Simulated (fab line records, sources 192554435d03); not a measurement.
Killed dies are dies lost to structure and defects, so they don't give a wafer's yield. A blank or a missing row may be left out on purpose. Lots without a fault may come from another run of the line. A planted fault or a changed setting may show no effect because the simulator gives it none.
Chamber matching | flow n5_finfet | N5_SD_EPI_N_DESCUM_14 on rie_diel-03: 3 sister chambers
The step chemistry O2, time 7.9 s. 14 wafers are shown with their chamber, then 5 later ones without.

WAFERS WITH THEIR CHAMBER
wafer  | chamber | showerhead_plenum_p_Torr (Torr) | throttle_valve_pct (%) | oes_product_au (a.u.)
L074.4 | 2       | 2.24                            | 20.06                  | 0.99
L074.5 | 2       | 2.24                            | 20.07                  | 1.00
L074.6 | 1       | 2.02                            | 19.93                  | 0.79
L080.1 | 0       | 2.17                            | 20.70                  | 0.69
L080.4 | 1       | 2.01                            | 19.97                  | 0.77
L080.6 | 1       | 2.01                            | 19.95                  | 0.77
L083.3 | 1       | 2.01                            | 19.96                  | 0.77
L083.4 | 2       | 2.23                            | 20.12                  | 0.93
L083.5 | 2       | 2.23                            | 20.10                  | 0.93
L084.4 | 2       | 2.23                            | 20.10                  | 0.93
L084.5 | 1       | 2.01                            | 19.98                  | 0.76
L084.6 | 2       | 2.23                            | 20.10                  | 0.92
L085.2 | 1       | 2.01                            | 19.98                  | 0.76
L085.4 | 2       | 2.23                            | 20.09                  | 0.93

SIGNATURES (means of the wafers above)
reading                  | chamber 0 | chamber 1 | chamber 2 | scatter within a chamber
showerhead_plenum_p_Torr | 2.1700    | 2.0117    | 2.2329    | 0.00453
throttle_valve_pct       | 20.7000   | 19.9617   | 20.0914   | 0.0199
oes_product_au           | 0.6900    | 0.7700    | 0.9471    | 0.0255
Rule: a wafer's distance from a chamber is the root of the sum, over the readings, of the square of ((its reading less the chamber's mean) divided by the reading's scatter). The wafer belongs to the nearest chamber; if the next one is less than 2 further off, it can't be placed. The scatter: the root of (the sum of the squares of (reading less its chamber's mean) over the shown wafers, divided by (wafers less chambers)).

WAFERS WITHOUT THEIR CHAMBER
wafer  | showerhead_plenum_p_Torr (Torr) | throttle_valve_pct (%) | oes_product_au (a.u.)
L085.5 | 2.01                            | 19.99                  | 0.77
L089.1 | 2.01                            | 19.99                  | 0.75
L089.6 | 2.23                            | 20.11                  | 0.90
L097.2 | 2.00                            | 20.02                  | 0.73
L097.6 | 2.00                            | 20.02                  | 0.74

WHICH CHAMBER EACH WENT THROUGH
wafer  | from the rows above | in truth
L085.5 | 1                   | 1
L089.1 | 1                   | 1
L089.6 | 2                   | 2
L097.2 | 1                   | 1
L097.6 | 1                   | 1
Placed correctly: 5 of 5. Can't be placed from these rows: 0. Placed wrongly: 0.
